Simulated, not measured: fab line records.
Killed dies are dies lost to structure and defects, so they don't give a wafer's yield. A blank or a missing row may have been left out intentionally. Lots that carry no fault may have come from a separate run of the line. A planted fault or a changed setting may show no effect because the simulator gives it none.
8D (eight disciplines) problem report, filled in by code ; flow nand-harc ; the parts of the form that need people (team, actions taken, sign-off) are left out

## 1. THE ISSUE
Mean of thk-nm at NHARC_A_ONON_D1_THK_MEAS_05: 1598 nm across 4 wafers in 2 lots; on wafers with no fault it is 1001 nm (standard deviation 11). Relative to the usual mean, that is a shift of +54 standard deviations.
The step: measures by ellipsometry.
First seen on wafer L761.4, day 10 23:52, on film-metro-02. The record has a number at this step for 42 wafers belonging to 14 lots. Rule for "out" (also "out of limits"): further than 4 standard deviations from the usual mean. The other wafers with a number count as sound.

## 2. WHAT IT IS; WHAT IT IS NOT
question;is;is not
which readings at this step;thk-nm;-
which lots;L761, L762;L753, L754, L755, L758, L768, L770, L771, L772, L773, L774, L775, L776
which wafers of those lots;L761.4, L761.5, L762.3, L762.4;L761.2, L762.1
read on which gauges;film-metro-02;film-metro-01
when;from day 10 23:52;"up to then (13 sound wafers); but 25 sound wafers of L762, L768, L770, L771, L772, L773, L774, L775, L776 came after"

## 3. THE SUSPECTS, EACH WITH WHAT RULES IT OUT
Counting: a tool at a process step up to the reading stays a suspect if it ran every lot that is out. Sound lots after the first of them don't rule it out here, since some wafers of a struck lot are sound.
- the gauge at NHARC_A_ONON_D1_THK_MEAS_05 is ruled out. All the wafers that are out were read on film-metro-02, but those of them that NHARC_END_SORT_01 has rows for are out there too, on other tools.
- pecvd-onon-01 at NHARC_A_ONON_D1_DEP_03 (target thk 1000 nm): kept. Every lot that is out went through it, the first being L761 (day 10 23:24); the last sound lot it ran before that was L758 (day 9 17:20).
The count leaves pecvd-onon-01 at NHARC_A_ONON_D1_DEP_03.

## 4. THE CAUSE (what the simulator had put in)
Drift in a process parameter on pecvd-onon-01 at NHARC_A_ONON_D1_DEP_03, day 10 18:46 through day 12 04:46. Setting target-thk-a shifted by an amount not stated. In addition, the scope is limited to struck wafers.
Only this tool survived the counting.

## 5. THE CHAIN OF EFFECTS, in route order
One row per reading whose mean, taken over the struck wafers that have a number, lies over 3 standard deviations from the usual. Readings are gone through only where the record gives a usual standard deviation; hours: the median, over the lots, of the time from a lot's start at the first step in this table giving one to that lot's start at this step; sigmas: the change measured in usual standard deviations.
hours;step;reading;usual;on struck wafers;change;sigmas
0;NHARC_A_ONON_D1_THK_MEAS_05;thk-nm;1001 nm;1598;+596;+54
399;NHARC_END_SORT_01;killed-at-array;54;672;+618;+51
399;NHARC_END_SORT_01;killed-dies;59;677;+618;+48

## 6. WHAT WOULD HAVE CAUGHT IT SOONER
Counted from the fault's start at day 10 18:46, it took 5 hours until the first out-of-limits reading at a measuring or inspecting step in this record, taken at day 10 23:52.
Among the 2 lots that are out, L762 began NHARC_A_ONON_D1_DEP_03 on pecvd-onon-01 after day 10 23:52. Putting the tool on hold at that point would have spared it.
